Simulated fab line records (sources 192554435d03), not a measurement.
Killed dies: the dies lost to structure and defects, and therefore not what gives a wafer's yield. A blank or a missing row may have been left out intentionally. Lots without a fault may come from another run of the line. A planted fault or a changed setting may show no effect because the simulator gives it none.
Which tool is to blame? + flow n5 finfet + 15 lots, 42 wafers sampled, at 4 steps of a route of 1938

== WHAT THE GAUGES READ, wafer by wafer ==
Not one reading of a measure or inspect step in the record can be checked against a usual standard deviation.

== TOOL THAT RAN EACH LOT (tool first, then ch and the chambers of the sampled wafers, then the start) ==
| lot  | N5_PMOS_HMC_CHANNEL_EPI_PEB_07   | N5_PMOS_HMC_CHANNEL_EPI_FIN_RECESS_16 | N5_PMOS_HMC_CHANNEL_EPI_EPI_26 | N5_FIN_SAQP_ETCH_52               |
|------|----------------------------------|---------------------------------------|--------------------------------|-----------------------------------|
| L143 | litho track-03 ch 0, day 1 16:49 | rie si-01 ch 0,2, day 1 17:25         | epi rpcvd-02 ch 0, day 1 19:23 | rie diel-02 ch 1,3, day 1 21:36   |
| L147 | litho track-05 ch 0, day 2 17:11 | rie si-01 ch 0,2, day 2 17:49         | epi rpcvd-01 ch 0, day 2 20:08 | rie diel-04 ch 1,2, day 2 22:20   |
| L149 | litho track-05 ch 0, day 3 04:55 | rie si-03 ch 1,2, day 3 05:35         | epi rpcvd-02 ch 0, day 3 07:53 | rie diel-04 ch 1,3, day 3 09:44   |
| L150 | litho track-03 ch 0, day 3 11:44 | rie si-05 ch 0,1, day 3 12:33         | epi rpcvd-02 ch 0, day 3 15:10 | rie diel-04 ch 1, day 3 18:39     |
| L151 | litho track-05 ch 0, day 3 17:50 | rie si-03 ch 0,1,2, day 3 18:28       | epi rpcvd-02 ch 0, day 3 20:50 | rie diel-01 ch 0,2, day 3 23:47   |
| L152 | litho track-03 ch 0, day 4 01:34 | rie si-03 ch 0,1,3, day 4 02:10       | epi rpcvd-02 ch 0, day 4 04:09 | rie diel-01 ch 0,3, day 4 05:57   |
| L154 | litho track-05 ch 0, day 4 11:22 | rie si-01 ch 1,3, day 4 11:58         | epi rpcvd-02 ch 0, day 4 14:25 | rie diel-02 ch 1,3, day 4 17:20   |
| L155 | litho track-05, day 4 16:58      | rie si-05 ch 0,1, day 4 17:34         | epi rpcvd-04 ch 0, day 4 19:53 | -                                 |
| L156 | litho track-05, day 4 23:10      | rie si-03 ch 1,2, day 5 00:05         | epi rpcvd-01 ch 0, day 5 02:29 | -                                 |
| L157 | litho track-05, day 5 05:47      | rie si-05 ch 0,2,3, day 5 06:28       | epi rpcvd-02 ch 0, day 5 08:24 | -                                 |
| L162 | litho track-05 ch 0, day 6 11:17 | rie si-01 ch 0,3, day 6 11:54         | epi rpcvd-02 ch 0, day 6 14:13 | rie diel-02 ch 0,1,2, day 6 16:13 |
| L163 | litho track-05 ch 0, day 6 17:15 | rie si-01 ch 0,3, day 6 18:04         | epi rpcvd-01 ch 0, day 6 19:58 | rie diel-01 ch 1,2, day 6 21:58   |
| L164 | litho track-02 ch 0, day 6 23:02 | rie si-03 ch 0,3, day 6 23:39         | epi rpcvd-04 ch 0, day 7 01:50 | rie diel-01 ch 1,2,3, day 7 05:40 |
| L165 | litho track-03 ch 0, day 7 04:50 | rie si-01 ch 0,1, day 7 05:39         | epi rpcvd-04 ch 0, day 7 08:13 | rie diel-02 ch 1,2, day 7 10:04   |
| L166 | litho track-03 ch 0, day 7 11:21 | rie si-01 ch 0,1,2, day 7 12:16       | epi rpcvd-02 ch 0, day 7 14:39 | rie diel-01 ch 0,1,3, day 7 16:41 |
- N5_PMOS_HMC_CHANNEL_EPI_PEB_07: peb time 60 s.
- N5_PMOS_HMC_CHANNEL_EPI_FIN_RECESS_16: chemistry HBr/Cl2, target Si, target depth 54 nm, time 18 s.
- N5_PMOS_HMC_CHANNEL_EPI_EPI_26: deposits Si from SiH4/H2, target thk 3.8 nm, time 22.7 s.
- N5_FIN_SAQP_ETCH_52: etches SOC in N2/H2, target depth 100 nm, overetch 20 nm, time 150 s.

== WHAT THE TOOLS THEMSELVES READ (means of the sampled wafers that have a number; where no wafer has one, the mark that the record gives instead) ==
N5_PMOS_HMC_CHANNEL_EPI_PEB_07. Usual: chill plate temp C 23.00 C, standard deviation 0.1; exhaust pa 44.8 Pa, standard deviation 0.99.
| lot  | tool           | chill plate temp C (C) | exhaust pa (Pa) | flag |
|------|----------------|------------------------|-----------------|------|
| L143 | litho track-03 | 22.96                  | 44.7            |      |
| L147 | litho track-05 | 22.93                  | 44.2            |      |
| L149 | litho track-05 | 23.06                  | 43.2            |      |
| L150 | litho track-03 | 23.02                  | 44.7            |      |
| L151 | litho track-05 | 22.98                  | 46.2            |      |
| L152 | litho track-03 | 22.96                  | 44.6            |      |
| L154 | litho track-05 | 22.99                  | 44.6            |      |
| L155 | litho track-05 | -                      | -               | OFF  |
| L156 | litho track-05 | -                      | -               | OFF  |
| L157 | litho track-05 | -                      | -               | OFF  |
| L162 | litho track-05 | 22.97                  | 45.1            |      |
| L163 | litho track-05 | 23.10                  | 45.3            |      |
| L164 | litho track-02 | 22.89                  | 45.5            |      |
| L165 | litho track-03 | 23.08                  | 44.3            |      |
| L166 | litho track-03 | 23.05                  | 45.3            |      |

N5_PMOS_HMC_CHANNEL_EPI_FIN_RECESS_16. Usual: chamber pressure mTorr 10.000 mTorr, standard deviation 0.0087; drypump motor current A 5.33 A, standard deviation 0.27; oes product au 0.993 a.u., standard deviation 0.015; throttle valve pct 35.6 %, standard deviation 0.42.
| lot  | tool      | chamber pressure mTorr (mTorr) | drypump motor current A (A) | oes product au (a.u.) | throttle valve pct (%) | flag |
|------|-----------|--------------------------------|-----------------------------|-----------------------|------------------------|------|
| L143 | rie si-01 | 9.997                          | 5.47                        | 1.006                 | 36.0                   |      |
| L147 | rie si-01 | 10.009                         | 5.44                        | 1.005                 | 36.0                   |      |
| L149 | rie si-03 | 9.994                          | 5.34                        | 0.978                 | 35.3                   |      |
| L150 | rie si-05 | 9.990                          | 5.30                        | 0.990                 | 35.2                   |      |
| L151 | rie si-03 | 9.992                          | 5.39                        | 0.994                 | 35.2                   |      |
| L152 | rie si-03 | 9.994                          | 5.28                        | 0.989                 | 35.1                   |      |
| L154 | rie si-01 | 10.005                         | 5.31                        | 1.001                 | 35.6                   |      |
| L155 | rie si-05 | 10.004                         | 5.20                        | 0.983                 | 35.2                   |      |
| L156 | rie si-03 | 10.004                         | 5.37                        | 0.976                 | 35.2                   |      |
| L157 | rie si-05 | 10.001                         | 5.41                        | 0.992                 | 35.6                   |      |
| L162 | rie si-01 | 9.994                          | 5.53                        | 1.019                 | 35.4                   |      |
| L163 | rie si-01 | 10.002                         | 5.54                        | 1.012                 | 35.6                   |      |
| L164 | rie si-03 | 10.002                         | 5.30                        | 1.006                 | 35.2                   |      |
| L165 | rie si-01 | 10.005                         | 5.32                        | 0.990                 | 35.9                   |      |
| L166 | rie si-01 | 10.011                         | 5.23                        | 0.992                 | 36.1                   |      |

N5_PMOS_HMC_CHANNEL_EPI_EPI_26. Usual: throttle valve pct reads 11.28 % (standard deviation 0.21).
| lot  | tool         | throttle valve pct (%) | flag |
|------|--------------|------------------------|------|
| L143 | epi rpcvd-02 | 11.30                  |      |
| L147 | epi rpcvd-01 | 11.02                  |      |
| L149 | epi rpcvd-02 | 11.59                  |      |
| L150 | epi rpcvd-02 | 11.38                  |      |
| L151 | epi rpcvd-02 | 11.26                  |      |
| L152 | epi rpcvd-02 | 11.31                  |      |
| L154 | epi rpcvd-02 | 11.31                  |      |
| L155 | epi rpcvd-04 | 11.64                  |      |
| L156 | epi rpcvd-01 | 11.11                  |      |
| L157 | epi rpcvd-02 | 11.35                  |      |
| L162 | epi rpcvd-02 | 11.33                  |      |
| L163 | epi rpcvd-01 | 11.06                  |      |
| L164 | epi rpcvd-04 | 11.33                  |      |
| L165 | epi rpcvd-04 | 11.34                  |      |
| L166 | epi rpcvd-02 | 11.23                  |      |

N5_FIN_SAQP_ETCH_52. Usual: value, then standard deviation, for each; chamber pressure mTorr 30.001 mTorr / 0.026; drypump motor current A 5.6 A / 0.41; oes product au 0.71 a.u. / 0.045; rf vpp V 524.1 V / 2.3; showerhead plenum p Torr 2.55 Torr / 0.093; temp c 40.01 C / 0.12; throttle valve pct 17.84 % / 0.25.
| lot  | tool        | chamber pressure mTorr (mTorr) | drypump motor current A (A) | oes product au (a.u.) | rf vpp V (V) | showerhead plenum p Torr (Torr) | temp c (C) | throttle valve pct (%) | flag |
|------|-------------|--------------------------------|-----------------------------|-----------------------|--------------|---------------------------------|------------|------------------------|------|
| L143 | rie diel-02 | 30.016                         | 5.1                         | 0.69                  | 525.0        | 2.60                            | 40.07      | 17.93                  |      |
| L147 | rie diel-04 | 30.000                         | 5.3                         | 0.69                  | 525.8        | 2.61                            | 40.02      | 18.05                  |      |
| L149 | rie diel-04 | 29.990                         | 5.8                         | 0.71                  | 525.2        | 2.60                            | 39.93      | 17.74                  |      |
| L150 | rie diel-04 | 30.005                         | 5.8                         | 0.73                  | 525.0        | 2.57                            | 39.97      | 17.66                  |      |
| L151 | rie diel-01 | 29.996                         | 6.0                         | 0.72                  | 523.6        | 2.49                            | 39.92      | 17.68                  |      |
| L152 | rie diel-01 | 29.981                         | 5.7                         | 0.70                  | 521.5        | 2.46                            | 39.82      | 17.96                  |      |
| L154 | rie diel-02 | 30.001                         | 5.1                         | 0.74                  | 525.0        | 2.58                            | 40.01      | 17.84                  |      |
| L162 | rie diel-02 | 30.016                         | 5.7                         | 0.71                  | 524.4        | 2.57                            | 39.96      | 17.84                  |      |
| L163 | rie diel-01 | 29.999                         | 5.7                         | 0.72                  | 522.8        | 2.48                            | 40.01      | 17.48                  |      |
| L164 | rie diel-01 | 29.992                         | 5.6                         | 0.71                  | 522.6        | 2.49                            | 40.08      | 17.72                  |      |
| L165 | rie diel-02 | 30.002                         | 5.6                         | 0.70                  | 526.2        | 2.65                            | 40.11      | 17.91                  |      |
| L166 | rie diel-01 | 30.024                         | 5.8                         | 0.69                  | 521.4        | 2.44                            | 40.06      | 17.77                  |      |

== THE ANSWER, worked out from the rows above alone ==
Rule: lot off if the mean of its wafers having a number is beyond 3 standard deviations from the usual mean. A lot without any number at a reading at which 4 lots or more have one is off too. All remaining lots with rows at the step are treated as sound. After the gauges, taken in route order, come the tools' own readings; for these a lot's mean is taken, as printed above. The first step at which some lot is off is used, and at that step the reading that is off furthest; a lot without a number counts as furthest.
Off, at N5_PMOS_HMC_CHANNEL_EPI_PEB_07 on chill plate temp C: L155, L156, L157. Without a number there: L155, L156, L157.
A tool fits if, at that step or a process step before it, it ran every lot that is off, and no sound lot after the first of them. Of those tried, none fits.

== WHAT THE SIMULATOR HAD INSERTED ==
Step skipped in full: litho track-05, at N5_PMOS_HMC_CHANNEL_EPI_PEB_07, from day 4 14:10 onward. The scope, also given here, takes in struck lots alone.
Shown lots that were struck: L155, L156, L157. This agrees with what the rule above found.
